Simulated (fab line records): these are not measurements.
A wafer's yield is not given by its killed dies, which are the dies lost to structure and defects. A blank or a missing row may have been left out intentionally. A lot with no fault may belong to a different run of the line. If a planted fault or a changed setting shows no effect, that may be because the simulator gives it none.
Which of the tools did it? ; flow n5-finfet ; 10 lots with 27 wafers sampled at 7 steps, on a route of 1938 steps

== WHAT THE GAUGES SHOWED, per wafer ==
N5_BEOL_M1_THK_MEAS_53: measures by xrf. Usual: M1_THK typically reads 39.8 nm, with standard deviation 1.9.
lot;measured;on;M1_THK (nm);flag
L641;day 6 16:58;film-metro-02;36.7 38.5 39.2;
L643;day 7 10:44;film-metro-02;41.0 38.6 41.5;
L647;day 8 12:38;film-metro-01;40.6 37.7;
L650;day 9 01:56;film-metro-01;41.3 39.6 38.2;
L649;day 9 04:34;film-metro-02;39.8 40.1;
L651;day 9 18:03;film-metro-01;140.1 147.9 148.0;OFF
L652;day 9 19:42;film-metro-02;38.9 39.2 40.8;
L653;day 10 01:57;film-metro-02;148.8 150.4 153.4;OFF
L661;day 13 00:28;film-metro-02;38.1 41.6;
L662;day 13 03:48;film-metro-01;39.5 38.9 36.0;

N5_BEOL_M1_INSPECT_59: inspects for defects (darkfield). Usual: raw-defect-count at 67, with a standard deviation of 22.
lot;measured;on;raw-defect-count;flag
L641;day 6 17:15;defect-inspect-02;89 74 47;
L643;day 7 11:01;defect-inspect-01;82 101 88;
L647;day 8 13:09;defect-inspect-01;50 78;
L650;day 9 02:29;defect-inspect-02;105 138 77;
L649;day 9 05:16;defect-inspect-02;41 39;
L651;day 9 18:25;defect-inspect-02;1568 1555 1526;OFF
L652;day 9 20:14;defect-inspect-02;94 55 68;
L653;day 10 02:17;defect-inspect-01;1550 1501 1525;OFF
L661;day 13 00:45;defect-inspect-02;79 68;
L662;day 13 04:05;defect-inspect-02;50 51 50;

N5_BEOL_M4_RC_MEAS_101. Usual: DIBL_N 36.2 mV/V, standard deviation 2.2; DIBL_P 36.5 mV/V, standard deviation 3; IOFF_N 0.16 nA/um, standard deviation 0.039; IOFF_P 0.22 nA/um, standard deviation 0.047; ION_N 675 uA/um, standard deviation 15; ION_P 463 uA/um, standard deviation 10; SS_N 71.6 mV/dec, standard deviation 0.71; SS_P 73.4 mV/dec, standard deviation 0.94; VT_N 250 mV, standard deviation 3.6; VT_P -250 mV, standard deviation 3.9.
lot;measured;on;DIBL_N (mV/V);DIBL_P (mV/V);IOFF_N (nA/um);IOFF_P (nA/um);ION_N (uA/um);ION_P (uA/um);SS_N (mV/dec);SS_P (mV/dec);VT_N (mV);VT_P (mV);flag
L641;day 8 01:12;prober-02;35.0 34.3 33.8;34.9 32.9 33.2;0.13 0.11 0.13;0.22 0.16 0.18;644 654 670;451 455 464;71.5 70.7 70.5;73.5 72.8 73.0;255 255 250;-250 -253 -250;
L643;day 9 02:36;prober-02;35.1 35.4 32.2;35.7 37.1 32.7;0.14 0.15 0.10;0.18 0.21 0.16;664 678 650;451 468 450;71.3 71.5 70.5;73.3 73.0 72.2;253 250 257;-254 -250 -253;
L647;day 10 02:25;prober-02;29.9 35.6;28.0 35.0;0.08 0.17;0.10 0.17;634 681;431 455;70.5 71.5;71.9 72.6;259 247;-261 -256;
L650;day 10 14:29;prober-02;35.6 35.6 33.2;36.8 36.7 34.3;0.15 0.15 0.12;0.21 0.20 0.18;663 690 657;463 473 454;71.8 71.2 70.3;73.6 73.7 73.6;252 251 255;-248 -251 -251;
L649;day 10 11:17;prober-02;37.8 32.0;41.4 33.5;0.19 0.10;0.29 0.17;672 647;471 454;72.0 69.9;73.6 72.1;249 255;-245 -251;
L652;day 11 16:40;prober-02;35.9 41.9 36.9;35.5 41.5 35.8;0.14 0.26 0.15;0.19 0.29 0.19;686 690 685;468 470 461;71.3 73.5 71.1;72.7 74.6 73.0;249 243 253;-251 -248 -253;
L661;day 14 05:14;prober-02;42.3 34.6;42.9 33.3;0.26 0.12;0.34 0.16;684 661;467 457;72.5 70.7;76.7 73.3;247 254;-246 -255;
L662;day 14 09:05;prober-01;34.2 36.0 32.6;36.4 37.1 33.2;0.15 0.18 0.12;0.21 0.22 0.17;678 682 665;460 462 457;71.5 71.9 71.3;74.1 73.2 72.6;248 246 251;-249 -250 -254;

== EACH LOT AND THE TOOL THAT RAN IT (in order: tool; ch and the chambers of the sampled wafers; start) ==
lot;N5_BEOL_M1_ANNEAL_89;N5_BEOL_M1_SPUTTER_90;N5_BEOL_M1_SPUTTER_94;N5_BEOL_M1_CMP_52
L641;pvd-sputter-01, day 6 15:13;pvd-sputter-01, day 6 15:21;pvd-sputter-01, day 6 15:47;cmp-02 ch 0,2,3, day 6 16:40
L643;pvd-sputter-01, day 7 09:08;pvd-sputter-01, day 7 09:17;pvd-sputter-01, day 7 09:43;cmp-02 ch 0,1,2, day 7 10:26
L647;pvd-sputter-02, day 8 09:26;pvd-sputter-02, day 8 09:34;pvd-sputter-02, day 8 10:01;cmp-03 ch 2,3, day 8 12:25
L650;pvd-sputter-02, day 8 22:44;pvd-sputter-02, day 8 22:53;pvd-sputter-02, day 8 23:19;cmp-02 ch 1,3, day 9 01:39
L649;pvd-sputter-03, day 9 02:58;pvd-sputter-03, day 9 03:07;pvd-sputter-03, day 9 03:33;cmp-02 ch 1,2, day 9 04:23
L651;pvd-sputter-02, day 9 15:47;pvd-sputter-02, day 9 15:55;pvd-sputter-02, day 9 16:22;cmp-02 ch 1,3, day 9 17:47
L652;pvd-sputter-03, day 9 18:07;pvd-sputter-03, day 9 18:15;pvd-sputter-03, day 9 18:41;cmp-01 ch 0,1,3, day 9 19:24
L653;pvd-sputter-01, day 10 00:21;pvd-sputter-01, day 10 00:29;pvd-sputter-01, day 10 00:56;cmp-02 ch 1,2, day 10 01:40
L661;pvd-sputter-02, day 12 22:53;pvd-sputter-02, day 12 23:01;pvd-sputter-02, day 12 23:28;cmp-01 ch 0,3, day 13 00:10
L662;pvd-sputter-01, day 13 02:10;pvd-sputter-01, day 13 02:19;pvd-sputter-01, day 13 02:47;cmp-02 ch 0,1,3, day 13 03:30
- N5_BEOL_M1_ANNEAL_89: time 240 s.
- N5_BEOL_M1_SPUTTER_90: material Cu, target thk 4.5 nm, time 8.29 s.
- N5_BEOL_M1_SPUTTER_94: material Cu, target thk 4.5 nm, time 8.29 s.
- N5_BEOL_M1_CMP_52: polishes, stops on SiOC, t overpolish 6.8 s, target thk 40 nm.

== AS READ BY THE TOOLS THEMSELVES (means over the sampled wafers that have a number; for cases with no such wafer, the mark the record gives instead) ==
N5_BEOL_M1_ANNEAL_89. Usual: heater-power-w at 834 W, with a standard deviation of 82.
lot;tool;heater-power-w (W);flag
L641;pvd-sputter-01;845;
L643;pvd-sputter-01;818;
L647;pvd-sputter-02;892;
L650;pvd-sputter-02;836;
L649;pvd-sputter-03;718;
L651;pvd-sputter-02;863;
L652;pvd-sputter-03;831;
L653;pvd-sputter-01;772;
L661;pvd-sputter-02;841;
L662;pvd-sputter-01;759;

N5_BEOL_M1_SPUTTER_90. Usual: throttle-valve-pct at 29.6 %, with a standard deviation of 1.
lot;tool;throttle-valve-pct (%);flag
L641;pvd-sputter-01;29.2;
L643;pvd-sputter-01;29.4;
L647;pvd-sputter-02;29.4;
L650;pvd-sputter-02;30.9;
L649;pvd-sputter-03;29.1;
L651;pvd-sputter-02;29.2;
L652;pvd-sputter-03;28.8;
L653;pvd-sputter-01;29.0;
L661;pvd-sputter-02;29.4;
L662;pvd-sputter-01;28.8;

N5_BEOL_M1_SPUTTER_94. Usual: throttle-valve-pct at 29.6 %, with a standard deviation of 0.97.
lot;tool;throttle-valve-pct (%);flag
L641;pvd-sputter-01;29.1;
L643;pvd-sputter-01;29.2;
L647;pvd-sputter-02;29.4;
L650;pvd-sputter-02;30.7;
L649;pvd-sputter-03;29.1;
L651;pvd-sputter-02;29.4;
L652;pvd-sputter-03;28.9;
L653;pvd-sputter-01;29.0;
L661;pvd-sputter-02;29.5;
L662;pvd-sputter-01;28.7;

N5_BEOL_M1_CMP_52. Usual: barrier-field-endpoint-s 25.1 s, standard deviation 0.84; motor-current-A 6.3 A, standard deviation 0.8; overpolish-run-s 6.801 s, standard deviation 0.0091; retaining-ring-pressure-frac 1.000, standard deviation 0.0047; time-to-endpoint-s 63 s, standard deviation 4.1.
lot;tool;barrier-field-endpoint-s (s);motor-current-A (A);overpolish-run-s (s);retaining-ring-pressure-frac;time-to-endpoint-s (s);flag
L641;cmp-02;25.4;5.8;6.799;1.002;62;
L643;cmp-02;26.1;5.9;6.804;1.000;66;
L647;cmp-03;24.9;5.6;6.800;0.999;59;
L650;cmp-02;25.1;6.4;6.801;1.002;64;
L649;cmp-02;25.4;5.5;6.798;1.002;65;
L651;cmp-02;41.4;6.3;0.037;1.000;81;OFF
L652;cmp-01;24.9;7.0;6.801;1.006;61;
L653;cmp-02;41.4;5.5;0.043;1.002;81;OFF
L661;cmp-01;24.4;7.0;6.809;1.006;60;
L662;cmp-02;24.1;6.4;6.808;1.007;59;

== THE ANSWER, worked out from the rows above alone ==
Rule: take the mean of a lot's wafers that have a number; if it is more than 3 standard deviations from the usual mean, the lot is off. Also off: a lot with no number at a reading for which 4 or more lots have one. Where the step has rows for the other lots, those lots are counted as sound. Order of review: gauges by route order, followed by the tools' own readings, for which a lot's mean as printed above is used. The first step at which some lot is off is used, and at that step the reading that is off furthest; a lot without a number counts as furthest.
Off: at N5_BEOL_M1_THK_MEAS_53 (M1_THK), L651, L653.
If a tool, at a process step before that reading, ran all the lots that are off and no sound lot after the first of them, it fits. The gauges at N5_BEOL_M1_THK_MEAS_53 aren't tried: what is off there is off at N5_BEOL_M1_INSPECT_59 too, on other tools, and a gauge's error can't cause that. None of those tried fits.

== WHAT THE SIMULATOR PUT IN ==
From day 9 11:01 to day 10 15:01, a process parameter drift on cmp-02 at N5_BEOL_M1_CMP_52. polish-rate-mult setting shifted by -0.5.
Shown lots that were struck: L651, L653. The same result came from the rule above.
